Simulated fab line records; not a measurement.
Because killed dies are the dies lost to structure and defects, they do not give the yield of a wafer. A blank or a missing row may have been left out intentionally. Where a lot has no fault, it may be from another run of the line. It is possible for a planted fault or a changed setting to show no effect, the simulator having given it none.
One fault through the eyes of 2 desks | flow n5_finfet | every desk sees just its own numbers, and what lay behind them comes last

== METROLOGY DESK ==
What the gauges read for every lot (on any tool): the sampled wafers with a number, averaged. Marked OUT: a lot whose mean sits more than 4 standard deviations from the usual mean, which makes it out of limits; the brackets give that distance.
Columns: A = cd_nm at N5_BEOL_M7_CD_MEAS_11, usual 38.6 nm
lot  | first seen here | A
L277 | day 9 17:49     | 38.7
L279 | day 10 08:53    | 38.5
L281 | day 10 12:49    | 38.5
L284 | day 11 00:05    | 38.5
L287 | day 11 21:11    | 39.2
L286 | day 12 03:06    | 38.5
L295 | day 13 17:29    | 38.0
L294 | day 13 19:04    | 39.1
L297 | day 14 13:57    | 38.9
L300 | day 15 04:46    | 38.9
This desk found nothing out of limits on any of the 10 lots.

== FOR THE TOOL OWNER'S DESK: rie_diel-03 ==
The tool's own readings at N5_BEOL_M7_ETCH_61 (etches SiARC in CF4, target depth 45.5 nm, time 75.8 s): means of the sampled wafers that have a number, for each lot that ran on this tool. Marked OUT: a lot whose mean sits more than 4 standard deviations from the usual mean, which makes it out of limits; the brackets give that distance. It has 8 readings, of which 7 appear: the earliest out of limits, and the ones furthest out on some lot.
Columns: A = drypump_motor_current_A at N5_BEOL_M7_ETCH_61, usual 5.8 A; B = etch_rf_on_time_s at N5_BEOL_M7_ETCH_61, usual 77.3 s; C = oes_product_au at N5_BEOL_M7_ETCH_61, usual 0.66 a.u.; D = rf_fwd_power_W at N5_BEOL_M7_ETCH_61, usual 539.6 W; E = rf_vpp_V at N5_BEOL_M7_ETCH_61, usual 184.0 V; F = showerhead_plenum_p_Torr at N5_BEOL_M7_ETCH_61, usual 2.14 Torr; G = throttle_valve_pct at N5_BEOL_M7_ETCH_61, usual 15.66 %
lot  | first seen here | A   | B               | C    | D               | E               | F    | G
L277 | day 9 17:56     | 6.1 | 77.8            | 0.76 | 536.9           | 183.9           | 2.15 | 15.21
L279 | day 10 09:01    | 5.9 | 77.5            | 0.69 | 539.2           | 184.1           | 2.16 | 15.47
L281 | day 10 12:56    | 5.7 | 75.7            | 0.66 | 539.7           | 183.5           | 2.13 | 15.60
L286 | day 12 03:46    | 6.1 | 78.7            | 0.71 | 538.2           | 184.6           | 2.19 | 15.50
L295 | day 13 17:46    | 5.7 | 64.7 (-4.7) OUT | 0.67 | 668.2 (+71) OUT | 170.7 (-11) OUT | 2.16 | 15.77
L294 | day 13 19:17    | 6.1 | 63.9 (-5.0) OUT | 0.78 | 669.5 (+72) OUT | 170.9 (-11) OUT | 2.18 | 15.52
This desk finds L294, L295 out of limits, L295 being first, at day 13 17:46 (etch_rf_on_time_s at N5_BEOL_M7_ETCH_61). Within limits: L277, L279, L281, L286.

== ALL TOGETHER ==
The tool owner's desk had the chance to raise an alarm at day 13 17:46 on L294, L295.
Metrology desk: nothing out of limits seen.
The metrology desk has L294, L295 on record, within its limits.
N5_BEOL_M7_ETCH_61 was run on rie_diel-03 by each of the lots named.

== WHAT THE SIMULATOR PUT IN ==
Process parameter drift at N5_BEOL_M7_ETCH_61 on rie_diel-03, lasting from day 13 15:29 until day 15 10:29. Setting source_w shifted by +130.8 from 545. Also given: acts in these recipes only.
Shown lots that were struck: L294, L295.
Hours from the fault's start to each desk's first reading out of limits: the tool owner's desk, 2.
